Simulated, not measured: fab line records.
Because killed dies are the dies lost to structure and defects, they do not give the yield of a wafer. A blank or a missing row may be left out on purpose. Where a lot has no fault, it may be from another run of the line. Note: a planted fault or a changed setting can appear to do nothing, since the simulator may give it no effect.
fab line records -- flow n5_finfet
[record] lots = 7, wafers = 39
route steps=1938 shown MOL_CONTACT_COAG@579 BEOL_M1@753 BEOL_M5@1112 BEOL_M8@1332
start_h: hours from the record's opening day to when the first of the lot's shown wafers began -- wait_h: how many hours have passed since the lot's step before this one -- " repeats the value in the row above -- L1.1+2: a single row standing in for several wafers -- - no value, or no start was given -- * or withheld: withheld -- < > ~ a bound
route shown NAME@n: names a module that has steps shown in the file, with the first one's number in the route -- usual: the fault-free wafers' mean and standard deviation -- same: alike in all rows -- chamber/n: place in a boat -- sites: the reading at each site -- _std_site: the values' standard deviation -- _edge_site: outer sites' mean less inner sites' -- radius_mm: how far each site lies from the wafer's centre -- mask NAME#n: copy n -- behind: the last tool/chamber to shape the wafer -- hold: the reason the lot was held/the length of the hold in hours/how it ended -- device: the transistor (n, p or np) that didn't switch -- end of line: the same wafers' tests at the end of the route -- a step with no rows: only its recipe -- killed: at the first sort, the dies lost to defects and structure; wafer yield is something else -- map: a wafer's dies, x killed, . not, _ none there
set.NAME: the run value of the setting; set.NAME@STEP: its run value at that earlier step -- model.NAME: the simulator's own value behind a step, which no gauge read
lots whose settings were changed on purpose; a table a step, a row a wafer
[[steps]]
[step N5_MOL_CONTACT_COAG_ALD_131]
[recipe] material = SiO2, target_thk_a = 50, temp_c = 100, ald_precursor_family = BDEAS, ald_co_reactant = O2-plasma, pulse_time_s = 1, co_reactant_pulse_time_s = 1, purge_time_s = 2, co_reactant_purge_time_s = 2, ald_cycles = 35, pressure_torr = 2
lot.wafer,tool,chamber,start_h,wait_h,set.ald_cycles,model.SiO2_of_MOL_CONTACT_COAG_ALD_131.thk_nm
L075.2+4+5,ald_sin-04,"0,2,1",101.74,0.1,35,5
L076.1+2+3+4+5+6,ald_sin-04,"1,3,0,2,0,3",106.56,0.1,35,5
L080.1+3+6,ald_sin-03,"2,3,1",130.88,0.1,21,3
L080.2+4+5,ald_sin-03,"0,1,2",130.88,0.1,35,5
L085.1+4+6,ald_sin-04,"0,3,1",169.21,0.1,30,4.2
L085.2+3+5,ald_sin-04,"2,1,2",169.21,0.1,35,5
L087.1+3+6,ald_sin-04,"0,1,1",179.39,0.1,35,5
L087.2+4+5,ald_sin-04,"2,3,2",179.39,0.1,25,3.6
L090.1+2+3+4+5+6,ald_sin-03,"0,1,3,2,0,3",195.66,0.1,35,5
L091.1+2+6,ald_sin-01,"1,0,3",199.57,0.1,35,5
L091.3+4+5,ald_sin-01,"3,0,1",199.57,0.1,25,3.6
[step N5_BEOL_M1_PECVD_72]
[recipe] material = SiO2, target_thk_a = 160, temp_c = 400, precursor = TEOS/O2, pressure_torr = 5.5, rf_w = 450, teos_flow_sccm = 53.8, gas = O2, flow_sccm = 3000, time_s = 18
lot.wafer,tool,chamber,start_h,wait_h,set.time_s,model.SiO2_of_BEOL_M1_PECVD_72.thk_nm
L075.2+4+5,pecvd-01,"1,1,2",124.58,0.0,18,16
L076.1+3,pecvd-01,"0,2",125.78,0.0,9.288,8.4
L076.2+4+5,pecvd-01,"1,0,2",125.78,0.0,18,16
L076.6,pecvd-01,1,125.78,0.0,9.288,8.8
L080.1+5,pecvd-02,1,152.19,0.0,18,16
L080.2+4,pecvd-02,"2,0",152.19,0.0,22.7,20
L080.3,pecvd-02,0,152.19,0.0,22.7,19.8
L080.6,pecvd-02,2,152.19,0.0,18,16.2
L085.1,pecvd-01,0,189.59,0.0,18,15.8
L085.2+6,pecvd-01,1,189.59,0.0,18,16.2
L085.3,pecvd-01,2,189.59,0.0,18,15.6
L085.4+5,pecvd-01,"0,2",189.59,0.0,18,16
L087.1,pecvd-01,0,202.37,0.0,18,15.6
L087.2,pecvd-01,2,202.37,0.0,9.094,8
L087.3,pecvd-01,1,202.37,0.0,9.094,8.2
L087.4,pecvd-01,1,202.37,0.0,9.094,8.6
L087.5,pecvd-01,2,202.37,0.0,18,15.8
L087.6,pecvd-01,0,202.37,0.0,18,16
L090.1+6,pecvd-02,0,214.69,0.0,18,15.8
L090.2+3,pecvd-02,"2,1",214.69,0.0,8.981,8.2
L090.4,pecvd-02,1,214.69,0.0,18,16.2
L090.5,pecvd-02,2,214.69,0.0,8.981,8.4
L091.1+2,pecvd-03,"1,2",218.44,0.0,18,16
L091.3,pecvd-03,0,218.44,0.0,22.72,19.8
L091.4+6,pecvd-03,"2,0",218.44,0.0,22.72,20.4
L091.5,pecvd-03,1,218.44,0.0,18,16.4
[step N5_BEOL_M5_ILD_DEP_00]
[recipe] material = SiCOH_lowk, target_thk_a = 1406.4, temp_c = 300, precursor = DEMS/porogen, pressure_torr = 5, rf_w = 500, time_s = 25.9
lot.wafer,tool,chamber,start_h,wait_h,set.target_thk_a,model.SiCOH_lowk_of_BEOL_M5_ILD_DEP_00.thk_nm
L075.2,pecvd-01,2,164.15,0.7,1406.4,137.8
L075.4,pecvd-01,0,164.15,0.7,1406.4,141.8
L075.5,pecvd-01,1,164.15,0.7,1406.4,143.4
L076.1,pecvd-01,2,183.99,0.8,1694,166.2
L076.2,pecvd-01,1,183.99,0.8,1406.4,139.2
L076.3,pecvd-01,0,183.99,0.8,1406.4,138.4
L076.4,pecvd-01,1,183.99,0.8,1694,170.2
L076.5,pecvd-01,2,183.99,0.8,1694,169
L076.6,pecvd-01,0,183.99,0.8,1406.4,141.4
L080.1,pecvd-03,1,193.82,0.8,2162,219.2
L080.2,pecvd-03,2,193.82,0.8,2162,216.4
L080.3,pecvd-03,0,193.82,0.8,1406.4,140.8
L080.4,pecvd-03,0,193.82,0.8,1406.4,142.4
L080.5,pecvd-03,1,193.82,0.8,2162,221.6
L080.6,pecvd-03,2,193.82,0.8,1406.4,143.6
L085.1,pecvd-03,2,228.56,0.8,1034,104.4
L085.2,pecvd-03,1,228.56,0.8,1406.4,142.6
L085.3,pecvd-03,0,228.56,0.8,1406.4,140.6
L085.4,pecvd-03,0,228.56,0.8,1034,102.8
L085.5,pecvd-03,1,228.56,0.8,1034,105.6
L085.6,pecvd-03,2,228.56,0.8,1406.4,143.4
L087.1,pecvd-02,0,246.57,0.8,1406.4,140
L087.2,pecvd-02,1,246.57,0.8,1406.4,138.4
L087.3,pecvd-02,2,246.57,0.8,1406.4,139.8
L087.4,pecvd-02,1,246.57,0.8,1406.4,140.2
L087.5+6,pecvd-02,"2,0",246.57,0.8,1406.4,141.8
L090.1,pecvd-01,2,274.51,0.8,1406.4,137.2
L090.2,pecvd-01,1,274.51,0.8,1927,192
L090.3,pecvd-01,0,274.51,0.8,1406.4,140.2
L090.4,pecvd-01,1,274.51,0.8,1927,196
L090.5,pecvd-01,0,274.51,0.8,1927,195
L090.6,pecvd-01,2,274.51,0.8,1406.4,139.2
L091.1,pecvd-03,0,276.52,0.8,1406.4,139.2
L091.2,pecvd-03,2,276.52,0.8,1406.4,140.6
L091.3,pecvd-03,1,276.52,0.8,1406.4,143.8
L091.4,pecvd-03,1,276.52,0.8,1406.4,144.8
L091.5,pecvd-03,2,276.52,0.8,1406.4,143.2
L091.6,pecvd-03,0,276.52,0.8,1406.4,142.6
[step N5_BEOL_M5_CURE_79]
[recipe] temp_c = 385, time_s = 240, ambient = He/Ar, material = SiCOH_lowk
lot.wafer,tool,chamber,start_h,wait_h,set.target_thk_a@BEOL_M5_ILD_DEP_00,model.SiCOH_lowk_of_BEOL_M5_ILD_DEP_00.thk_nm
L075.2,uv_cure-03,1,164.29,0.1,1406.4,118.6
L075.4,uv_cure-03,1,164.29,0.1,1406.4,122
L075.5,uv_cure-03,1,164.29,0.1,1406.4,123.4
L076.1,uv_cure-01,2,184.17,0.2,1694,143.2
L076.2,uv_cure-01,2,184.17,0.2,1406.4,119.8
L076.3,uv_cure-01,2,184.17,0.2,1406.4,119.2
L076.4,uv_cure-01,2,184.17,0.2,1694,146.8
L076.5,uv_cure-01,2,184.17,0.2,1694,145.6
L076.6,uv_cure-01,2,184.17,0.2,1406.4,121.6
L080.1,uv_cure-01,1,194.07,0.2,2162,189.4
L080.2,uv_cure-01,1,194.07,0.2,2162,187
L080.3,uv_cure-01,1,194.07,0.2,1406.4,121
L080.4,uv_cure-01,1,194.07,0.2,1406.4,122.6
L080.5,uv_cure-01,1,194.07,0.2,2162,191.6
L080.6,uv_cure-01,1,194.07,0.2,1406.4,123.6
L085.1,uv_cure-01,2,228.62,0.0,1034,89.6
L085.2,uv_cure-01,2,228.62,0.0,1406.4,122.6
L085.3,uv_cure-01,2,228.62,0.0,1406.4,121
L085.4,uv_cure-01,2,228.62,0.0,1034,88.4
L085.5,uv_cure-01,2,228.62,0.0,1034,90.6
L085.6,uv_cure-01,2,228.62,0.0,1406.4,123.4
L087.1+4,uv_cure-03,0,246.64,0.1,1406.4,120.6
L087.2,uv_cure-03,0,246.64,0.1,1406.4,119
L087.3,uv_cure-03,0,246.64,0.1,1406.4,120.4
L087.5+6,uv_cure-03,0,246.64,0.1,1406.4,122
L090.1,uv_cure-01,2,274.83,0.3,1406.4,118
L090.2,uv_cure-01,2,274.83,0.3,1927,165.8
L090.3,uv_cure-01,2,274.83,0.3,1406.4,120.6
L090.4,uv_cure-01,2,274.83,0.3,1927,169.2
L090.5,uv_cure-01,2,274.83,0.3,1927,168.2
L090.6,uv_cure-01,2,274.83,0.3,1406.4,119.8
L091.1,uv_cure-01,2,276.58,0.0,1406.4,119.8
L091.2,uv_cure-01,2,276.58,0.0,1406.4,121
L091.3,uv_cure-01,2,276.58,0.0,1406.4,123.6
L091.4,uv_cure-01,2,276.58,0.0,1406.4,124.6
L091.5,uv_cure-01,2,276.58,0.0,1406.4,123.2
L091.6,uv_cure-01,2,276.58,0.0,1406.4,122.6
[step N5_BEOL_M5_THK_MEAS_01]
[recipe] reads = SiCOH_lowk_of_BEOL_M5_ILD_DEP_00
[usual] M5_ILD_THK = 121.2/1.9
lot.wafer,tool,chamber,start_h,wait_h,set.target_thk_a@BEOL_M5_ILD_DEP_00,M5_ILD_THK[nm]
L075.2,film_metro-02,-,164.72,0.4,1406.4,118.6
L075.4,film_metro-02,-,164.72,0.4,1406.4,121.9
L075.5,film_metro-02,-,164.72,0.4,1406.4,123.5
L076.1,film_metro-02,-,184.68,0.4,1694,143.1
L076.2,film_metro-02,-,184.68,0.4,1406.4,119.8
L076.3,film_metro-02,-,184.68,0.4,1406.4,119.2
L076.4,film_metro-02,-,184.68,0.4,1694,146.6
L076.5,film_metro-02,-,184.68,0.4,1694,145.8
L076.6,film_metro-02,-,184.68,0.4,1406.4,121.5
L080.1,film_metro-02,-,195.06,0.8,2162,189.5
L080.2,film_metro-02,-,195.06,0.8,2162,187.1
L080.3,film_metro-02,-,195.06,0.8,1406.4,121.0
L080.4,film_metro-02,-,195.06,0.8,1406.4,122.5
L080.5,film_metro-02,-,195.06,0.8,2162,191.8
L080.6,film_metro-02,-,195.06,0.8,1406.4,123.4
L085.1,film_metro-01,-,229.13,0.4,1034,89.7
L085.2,film_metro-01,-,229.13,0.4,1406.4,122.7
L085.3,film_metro-01,-,229.13,0.4,1406.4,121.0
L085.4,film_metro-01,-,229.13,0.4,1034,88.3
L085.5,film_metro-01,-,229.13,0.4,1034,90.7
L085.6,film_metro-01,-,229.13,0.4,1406.4,123.4
L087.1,film_metro-02,-,247.15,0.4,1406.4,120.5
L087.2,film_metro-02,-,247.15,0.4,1406.4,119.0
L087.3,film_metro-02,-,247.15,0.4,1406.4,120.3
L087.4,film_metro-02,-,247.15,0.4,1406.4,120.6
L087.5,film_metro-02,-,247.15,0.4,1406.4,122.0
L087.6,film_metro-02,-,247.15,0.4,1406.4,122.0
L090.1,film_metro-01,-,275.82,0.8,1406.4,118.0
L090.2,film_metro-01,-,275.82,0.8,1927,165.7
L090.3,film_metro-01,-,275.82,0.8,1406.4,120.6
L090.4,film_metro-01,-,275.82,0.8,1927,169.3
L090.5,film_metro-01,-,275.82,0.8,1927,168.3
L090.6,film_metro-01,-,275.82,0.8,1406.4,119.9
L091.1,film_metro-02,-,277.57,0.8,1406.4,119.7
L091.2,film_metro-02,-,277.57,0.8,1406.4,121.2
L091.3,film_metro-02,-,277.57,0.8,1406.4,123.7
L091.4,film_metro-02,-,277.57,0.8,1406.4,124.6
L091.5,film_metro-02,-,277.57,0.8,1406.4,123.2
L091.6,film_metro-02,-,277.57,0.8,1406.4,122.8
[step N5_BEOL_M8_ILD_DEP_00]
[recipe] material = SiCOH_lowk, target_thk_a = 1797.5, temp_c = 300, precursor = DEMS/porogen, pressure_torr = 5, rf_w = 500, time_s = 33.4
lot.wafer,tool,chamber,start_h,wait_h,set.target_thk_a,model.SiCOH_lowk_of_BEOL_M8_ILD_DEP_00.thk_nm
L075.2,pecvd-04,0,198.68,0.0,1797.5,175.8
L075.4,pecvd-04,0,198.68,0.0,1797.5,177.6
L075.5,pecvd-04,1,198.68,0.0,1797.5,178
L076.1,pecvd-01,1,212.52,0.0,1489,147.8
L076.2,pecvd-01,0,212.52,0.0,1489,150.2
L076.3,pecvd-01,2,212.52,0.0,1797.5,182.2
L076.4,pecvd-01,0,212.52,0.0,1797.5,187.6
L076.5,pecvd-01,2,212.52,0.0,1797.5,185.6
L076.6,pecvd-01,1,212.52,0.0,1489,151.8
L080.1,pecvd-01,1,222.10,0.0,1797.5,181.2
L080.2,pecvd-01,2,222.10,0.0,805.5,84.2
L080.3,pecvd-01,0,222.10,0.0,1797.5,181.4
L080.4,pecvd-01,0,222.10,0.0,1797.5,186.2
L080.5,pecvd-01,2,222.10,0.0,805.5,83
L080.6,pecvd-01,1,222.10,0.0,805.5,82.6
L085.1,pecvd-04,0,256.21,0.0,1797.5,177.6
L085.2,pecvd-04,1,256.21,0.0,2182,215.8
L085.3,pecvd-04,2,256.21,0.0,1797.5,178.8
L085.4,pecvd-04,0,256.21,0.0,2182,218.2
L085.5,pecvd-04,1,256.21,0.0,2182,219.2
L085.6,pecvd-04,2,256.21,0.0,1797.5,181
L087.1,pecvd-02,0,275.41,0.0,1453,145.2
L087.2,pecvd-02,1,275.41,0.0,1797.5,177.6
L087.3,pecvd-02,2,275.41,0.0,1453,141.6
L087.4,pecvd-02,2,275.41,0.0,1453,147
L087.5,pecvd-02,0,275.41,0.0,1797.5,182.6
L087.6,pecvd-02,1,275.41,0.0,1797.5,180.2
L090.1,pecvd-04,2,307.01,0.0,1797.5,179.2
L090.2,pecvd-04,0,307.01,0.0,1797.5,178.6
L090.3,pecvd-04,1,307.01,0.0,1797.5,176.6
L090.4+5,pecvd-04,"0,2",307.01,0.0,1797.5,182.4
L090.6,pecvd-04,1,307.01,0.0,1797.5,179
L091.1,pecvd-01,1,310.18,0.0,2271,224.6
L091.2,pecvd-01,2,310.18,0.0,1797.5,182
L091.3,pecvd-01,0,310.18,0.0,2271,226.6
L091.4,pecvd-01,2,310.18,0.0,2271,231.8
L091.5,pecvd-01,0,310.18,0.0,1797.5,183.6
L091.6,pecvd-01,1,310.18,0.0,1797.5,183
[step N5_BEOL_M8_CURE_74]
[recipe] temp_c = 385, time_s = 240, ambient = He/Ar, material = SiCOH_lowk
lot.wafer,tool,chamber,start_h,wait_h,set.target_thk_a@BEOL_M8_ILD_DEP_00,model.SiCOH_lowk_of_BEOL_M8_ILD_DEP_00.thk_nm
L075.2,uv_cure-02,1,198.82,0.1,1797.5,151.6
L075.4,uv_cure-02,1,198.82,0.1,1797.5,153.2
L075.5,uv_cure-02,1,198.82,0.1,1797.5,153.4
L076.1,uv_cure-03,2,212.59,0.0,1489,127.2
L076.2,uv_cure-03,2,212.59,0.0,1489,129.4
L076.3,uv_cure-03,2,212.59,0.0,1797.5,157.2
L076.4,uv_cure-03,2,212.59,0.0,1797.5,161.8
L076.5,uv_cure-03,2,212.59,0.0,1797.5,160
L076.6,uv_cure-03,2,212.59,0.0,1489,130.6
L080.1,uv_cure-02,0,222.16,0.0,1797.5,156.2
L080.2,uv_cure-02,0,222.16,0.0,805.5,72.2
L080.3,uv_cure-02,0,222.16,0.0,1797.5,156.4
L080.4,uv_cure-02,0,222.16,0.0,1797.5,160.6
L080.5,uv_cure-02,0,222.16,0.0,805.5,71.2
L080.6,uv_cure-02,0,222.16,0.0,805.5,71
L085.1,uv_cure-02,1,256.27,0.0,1797.5,153
L085.2,uv_cure-02,1,256.27,0.0,2182,186.4
L085.3,uv_cure-02,1,256.27,0.0,1797.5,154.2
L085.4,uv_cure-02,1,256.27,0.0,2182,188.6
L085.5,uv_cure-02,1,256.27,0.0,2182,189.6
L085.6,uv_cure-02,1,256.27,0.0,1797.5,156
L087.1,uv_cure-03,1,275.47,0.0,1453,125
L087.2,uv_cure-03,1,275.47,0.0,1797.5,153
L087.3,uv_cure-03,1,275.47,0.0,1453,122
L087.4,uv_cure-03,1,275.47,0.0,1453,126.4
L087.5,uv_cure-03,1,275.47,0.0,1797.5,157.6
L087.6,uv_cure-03,1,275.47,0.0,1797.5,155.4
L090.1+6,uv_cure-03,0,307.08,0.1,1797.5,154.4
L090.2,uv_cure-03,0,307.08,0.1,1797.5,154
L090.3,uv_cure-03,0,307.08,0.1,1797.5,152.4
L090.4,uv_cure-03,0,307.08,0.1,1797.5,157.2
L090.5,uv_cure-03,0,307.08,0.1,1797.5,157.4
L091.1,uv_cure-02,1,310.25,0.0,2271,194.2
L091.2,uv_cure-02,1,310.25,0.0,1797.5,157
L091.3,uv_cure-02,1,310.25,0.0,2271,196
L091.4,uv_cure-02,1,310.25,0.0,2271,200.4
L091.5,uv_cure-02,1,310.25,0.0,1797.5,158.2
L091.6,uv_cure-02,1,310.25,0.0,1797.5,157.8
[step N5_BEOL_M8_THK_MEAS_01]
[recipe] reads = SiCOH_lowk_of_BEOL_M8_ILD_DEP_00
[usual] M8_ILD_THK = 155.4/2.2
lot.wafer,tool,chamber,start_h,wait_h,set.target_thk_a@BEOL_M8_ILD_DEP_00,M8_ILD_THK[nm]
L075.2,film_metro-01,-,199.25,0.4,1797.5,151.6
L075.4,film_metro-01,-,199.25,0.4,1797.5,153.1
L075.5,film_metro-01,-,199.25,0.4,1797.5,153.4
L076.1,film_metro-01,-,213.10,0.4,1489,127.2
L076.2,film_metro-01,-,213.10,0.4,1489,129.3
L076.3,film_metro-01,-,213.10,0.4,1797.5,157.2
L076.4,film_metro-01,-,213.10,0.4,1797.5,161.8
L076.5,film_metro-01,-,213.10,0.4,1797.5,160.0
L076.6,film_metro-01,-,213.10,0.4,1489,130.6
L080.1,film_metro-01,-,222.96,0.7,1797.5,156.3
L080.2,film_metro-01,-,222.96,0.7,805.5,72.3
L080.3,film_metro-01,-,222.96,0.7,1797.5,156.5
L080.4,film_metro-01,-,222.96,0.7,1797.5,160.7
L080.5,film_metro-01,-,222.96,0.7,805.5,71.1
L080.6,film_metro-01,-,222.96,0.7,805.5,70.9
L085.1,film_metro-02,-,257.27,0.8,1797.5,153.0
L085.2,film_metro-02,-,257.27,0.8,2182,186.5
L085.3,film_metro-02,-,257.27,0.8,1797.5,154.2
L085.4,film_metro-02,-,257.27,0.8,2182,188.5
L085.5,film_metro-02,-,257.27,0.8,2182,189.5
L085.6,film_metro-02,-,257.27,0.8,1797.5,155.9
L087.1,film_metro-01,-,275.98,0.4,1453,125.1
L087.2,film_metro-01,-,275.98,0.4,1797.5,153.1
L087.3,film_metro-01,-,275.98,0.4,1453,121.9
L087.4,film_metro-01,-,275.98,0.4,1453,126.5
L087.5,film_metro-01,-,275.98,0.4,1797.5,157.7
L087.6,film_metro-01,-,275.98,0.4,1797.5,155.4
L090.1,film_metro-02,-,307.60,0.4,1797.5,154.6
L090.2,film_metro-02,-,307.60,0.4,1797.5,153.9
L090.3,film_metro-02,-,307.60,0.4,1797.5,152.5
L090.4,film_metro-02,-,307.60,0.4,1797.5,157.3
L090.5,film_metro-02,-,307.60,0.4,1797.5,157.4
L090.6,film_metro-02,-,307.60,0.4,1797.5,154.4
L091.1,film_metro-02,-,311.24,0.8,2271,194.2
L091.2,film_metro-02,-,311.24,0.8,1797.5,156.8
L091.3,film_metro-02,-,311.24,0.8,2271,196.0
L091.4,film_metro-02,-,311.24,0.8,2271,200.6
L091.5,film_metro-02,-,311.24,0.8,1797.5,158.3
L091.6,film_metro-02,-,311.24,0.8,1797.5,157.6
[[key]]
[split] step = N5_MOL_CONTACT_COAG_ALD_131, setting = ald_cycles, stated = 35, by = wafer
[response] step = N5_MOL_CONTACT_COAG_ALD_131, reading = model.SiO2_of_MOL_CONTACT_COAG_ALD_131.thk_nm, change = +0.0499, per = 1%, r = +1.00
[split] step = N5_BEOL_M1_PECVD_72, setting = time_s, stated = 18, by = wafer
[response] step = N5_BEOL_M1_PECVD_72, reading = model.SiO2_of_BEOL_M1_PECVD_72.thk_nm, change = +0.153, per = 1%, r = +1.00
[split] step = N5_BEOL_M5_ILD_DEP_00, setting = target_thk_a, stated = 1406.4, by = wafer
[response] step = N5_BEOL_M5_ILD_DEP_00, reading = model.SiCOH_lowk_of_BEOL_M5_ILD_DEP_00.thk_nm, change = +1.45, per = 1%, r = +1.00
[response] step = N5_BEOL_M5_CURE_79, reading = model.SiCOH_lowk_of_BEOL_M5_ILD_DEP_00.thk_nm, change = +1.26, per = 1%, r = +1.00
[response] step = N5_BEOL_M5_THK_MEAS_01, reading = M5_ILD_THK, change = +1.26, per = 1%, r = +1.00
[split] step = N5_BEOL_M8_ILD_DEP_00, setting = target_thk_a, stated = 1797.5, by = wafer
[response] step = N5_BEOL_M8_ILD_DEP_00, reading = model.SiCOH_lowk_of_BEOL_M8_ILD_DEP_00.thk_nm, change = +1.81, per = 1%, r = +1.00
[response] step = N5_BEOL_M8_CURE_74, reading = model.SiCOH_lowk_of_BEOL_M8_ILD_DEP_00.thk_nm, change = +1.57, per = 1%, r = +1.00
[response] step = N5_BEOL_M8_THK_MEAS_01, reading = M8_ILD_THK, change = +1.57, per = 1%, r = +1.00
